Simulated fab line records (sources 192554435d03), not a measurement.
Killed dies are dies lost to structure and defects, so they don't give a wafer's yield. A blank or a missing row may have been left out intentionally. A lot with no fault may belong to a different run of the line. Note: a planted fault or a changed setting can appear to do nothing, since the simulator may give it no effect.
Comparing a struck lot with a sound one | flow n5Finfet | 27 steps out of a route of 1938
Sound: these wafers, L184.1, L184.5, L184.6. Wafers struck: L180.2, L180.4, L180.5. The cause is given at the end.
At each step with rows: each side's tool, then ch and its chambers, then its first start. Under that, the readings that differ: sound wafers | struck wafers | difference of the means | sigmas: that difference in standard deviations of wafers without a fault.
alike: a reading whose means differ by less than 2 such deviations, as well as words and numbers matching on both sides. not compared: withheld readings; readings where some wafer has no value; bounds like >300 that might hide an equal value; numbers whose values overlap and for which the record gives no deviation.
The two part at a step that has a row with sigmas, a row that says differs or no value, or rows on one side only. Numbers that don't overlap but have no deviation are shown without sigmas and don't part them. A reading that every wafer of one side lacks parts them only if that side has two wafers or more.

first, 9 steps without rows for these wafers: N5_SD_EPI_P_PEB_07 (peb time 60 s); N5_SD_EPI_P_DEVELOP_08 (develop time 30 s); N5_SD_EPI_P_DESCUM_14 (chemistry O2, time 7.9 s); N5_SD_EPI_P_ETCH_36 (etches SiARC in CF4, target depth 45.5 nm, time 75.8 s); N5_SD_EPI_P_ETCH_37 (etches SOC in N2/H2, overetch 108 nm, time 486 s); N5_SD_EPI_P_STRIP_38 (strips in N2/H2); N5_SD_EPI_P_ETCHBACK_46 (etches SiNx in CH3F/O2, stops on SiO2, target depth 17.5 nm); N5_SD_EPI_P_ETCH_47 (etches SiOCN in CH3F/O2, target depth 25 nm); N5_SD_EPI_P_ETCH_16 (etches SiO2 in CHF3/O2, target depth 5 nm).
N5_SD_EPI_P_STRIP_50: strips in CHF3/O2.
  sound on rieDiel-02 ch 0,2,3, day 7 00:16; struck on rieDiel-04 ch 1,2,3, day 6 00:53
reading                                    | sound | struck       | difference | sigmas
model.SiARC_of_SD_EPI_P_COAT_35.thkNm (nm) | 0 0 0 | 12 12.2 11.8 | +12        | 
N5_SD_EPI_P_SD_RECESS_17: chemistry HBr/Cl2/O2, target depth 39.1 nm, bt time 3 s.
  sound on rieSi-03 ch 0,1,2, day 7 00:18; struck on rieSi-02 ch 0,1,2, day 6 00:55
reading                                    | sound | struck      | difference | sigmas
model.SiARC_of_SD_EPI_P_COAT_35.thkNm (nm) | 0 0 0 | 8.6 8.6 8.2 | +8.5       | 
  alike: chamberPressureMTorr, drypumpMotorCurrentA, oesProductAu, throttleValvePct
  not compared: rfHoursCounterH
then, 13 steps without rows for these wafers: N5_SD_EPI_P_WET_ETCH_45 (etches SiO2 in dHF, time 10.7 s, target depth 2 nm, rinse time 30 s); N5_SD_EPI_P_STRIP_40 (strips in N2/H2); N5_SD_EPI_P_PRECLEAN_52 (cleans in O3/DIW, time 60 s); N5_SD_EPI_P_SRD_20 (time 30 s); N5_SD_EPI_P_PRECLEAN_51 (cleans in NF3:NH3, afs cycles 1, time 20 s, sublimation time 60 s); N5_SD_EPI_P_VAPOR_ETCH_44 (etches SiGe30 in NF3/Ar, time 3.3 s); N5_SD_EPI_P_EPI_21 (deposits SiGe:B, time 355 s); N5_SD_EPI_P_HM_STRIP_48 (strips SiNx in H3PO4, material SiNx, target depth 3 nm); N5_SD_EPI_P_SRD_49 (time 30 s); N5_SD_EPI_P_PRECLEAN_24 (cleans in O3/DIW, time 45 s); N5_SD_EPI_P_PRECLEAN_32 (cleans in dHF, time 10 s); N5_SD_EPI_P_PRECLEAN_33 (cleans in SC2, time 45 s); N5_SD_EPI_P_SRD_25 (time 30 s).
N5_SD_EPI_P_INSPECT_26: inspects for defects (darkfield).
  sound on defectInspect-01, day 7 03:20; struck on defectInspect-01, day 6 05:55
reading        | sound       | struck         | difference | sigmas
rawDefectCount | 173 141 156 | 1386 1420 1402 | +1246      | +40
N5_BEOL_M4_RC_MEAS_101:
  the record has rows for the sound wafers here (prober-02 ch 0, day 11 07:30) and none for the struck ones
-- here the record skips 8 days between the struck wafers' starts before and after, leaving off in module BEOL_M4 and picking up in module PASSIVATION (first step shown: number 1936 of the route) --
N5_PASSIVATION_PROBE_49:
  the record has rows for the struck wafers here (prober-01, day 14 09:31) and none for the sound ones

## WHERE THEY PART
Earliest at N5_SD_EPI_P_INSPECT_26; latest, in this record, at N5_PASSIVATION_PROBE_49.

WHY: what the simulator had put in
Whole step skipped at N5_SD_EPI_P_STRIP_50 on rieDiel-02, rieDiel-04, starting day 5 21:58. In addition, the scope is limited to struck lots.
